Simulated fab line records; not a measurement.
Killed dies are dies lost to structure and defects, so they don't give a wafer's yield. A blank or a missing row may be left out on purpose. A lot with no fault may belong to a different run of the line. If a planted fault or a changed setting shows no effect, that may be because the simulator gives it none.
Code-filled problem report in 8D (eight disciplines) form || flow n5Finfet || the parts of the form that need people (team, actions taken, sign-off) are left out

== 1. WHAT IS WRONG ==
runLengthS at N5_BEOL_M6_CVD_78 reads a mean of 161.6 s on 1 wafer of 1 lot; wafers without a fault read 165.3 s with a standard deviation of 0.78. That is -4.7 standard deviations from the usual mean.
The step: deposits Co from CCTBA/H2, target thk 2 nm, time 142.3 s.
Seen first at day 9 17:27 on cvdCo-01, wafer L359.2. The record holds 15 wafers of 5 lots with a number at this step. Rule for "out", or "out of limits": more than 4 standard deviations from the usual mean. All remaining wafers that have a number are taken as sound.

== 2. WHAT THIS IS AND IS NOT ==
{"question": "which readings at this step", "is": "runLengthS", "is not": "-"}
{"question": "which lots", "is": "L359", "is not": "L371, L376, L377, L379"}
{"question": "which wafers of those lots", "is": "L359.2", "is not": "L359.1, L359.4"}
{"question": "read on which tools", "is": "cvdCo-01", "is not": "cvdCo-02"}
{"question": "when", "is": "from day 9 17:27", "is not": "up to then (2 sound wafers); but 12 sound wafers of L371, L376, L377, L379 came after"}

== 3. WHAT RULES OUT EACH SUSPECT ==
Counting: if a tool at a process step up to the reading ran every lot that is out, it stays a suspect. Sound lots after the first of them don't rule it out here, since some wafers of a struck lot are sound.
- uvCure-02 at N5_BEOL_M6_CURE_75 (cures SiCOH lowk, time 120 s): kept. It ran the lot that is out, L359 (day 9 15:47).
- pvdSputter-02 at N5_BEOL_M6_DEGAS_44 (time 60 s): kept. It ran the lot that is out, L359 (day 9 16:25).
- pvdSputter-02 at N5_BEOL_M6_PRE_CLEAN_45 (time 30 s): kept. It ran the lot that is out, L359 (day 9 16:27).
- aldMetal-01 at N5_BEOL_M6_ALD_77 (deposits TaN, target thk 2 nm, pulse time 2 s, purge time 3 s): kept. It ran the lot that is out, L359 (day 9 16:42).
- pvdSputter-03 at N5_BEOL_M6_SURFACE_TREAT_79: kept. It ran the lot that is out, L359 (day 9 17:11).
- cvdCo-01 at N5_BEOL_M6_CVD_78 (deposits Co from CCTBA/H2, target thk 2 nm, time 142.3 s): kept. It ran the lot that is out, L359 (day 9 17:27). Its own readings are out on those wafers: runLengthS.
- At N5_BEOL_M6_ALD_77, inside aldMetal-01: chamber 0 took the wafers that are out, while their sound lot-mates went through chambers 1, 3.
Left after counting: uvCure-02 at N5_BEOL_M6_CURE_75, pvdSputter-02 at N5_BEOL_M6_DEGAS_44, pvdSputter-02 at N5_BEOL_M6_PRE_CLEAN_45, aldMetal-01 at N5_BEOL_M6_ALD_77, pvdSputter-03 at N5_BEOL_M6_SURFACE_TREAT_79, cvdCo-01 at N5_BEOL_M6_CVD_78.

== 4. THE CAUSE (what the simulator had put in) ==
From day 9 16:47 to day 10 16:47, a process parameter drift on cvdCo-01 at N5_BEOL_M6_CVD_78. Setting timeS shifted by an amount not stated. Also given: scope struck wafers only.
Counting left 6 suspects, and this tool is among them.

== 5. THE CHAIN OF EFFECTS, in route order ==
One row per reading whose mean, taken over the struck wafers that have a number, lies over 3 standard deviations from the usual. Scope: only readings with a usual standard deviation given in the record; hours: median across lots of the time from each lot's start at the first step in this table that gives one to its start at this step; sigmas: change in usual standard deviations.
{"hours": 0, "step": "N5_BEOL_M6_CVD_78", "reading": "runLengthS", "usual": "165.3 s", "on struck wafers": 161.6, "change": -3.7, "sigmas": -4.7}
Here are the process steps it includes:
- N5_BEOL_M6_CVD_78: deposits Co from CCTBA/H2, target thk 2 nm, time 142.3 s.

== 6. WHAT WOULD HAVE CAUGHT IT SOONER ==
In this record the first reading out of limits was taken at day 9 17:27, 1 hour after the fault began at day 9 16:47.
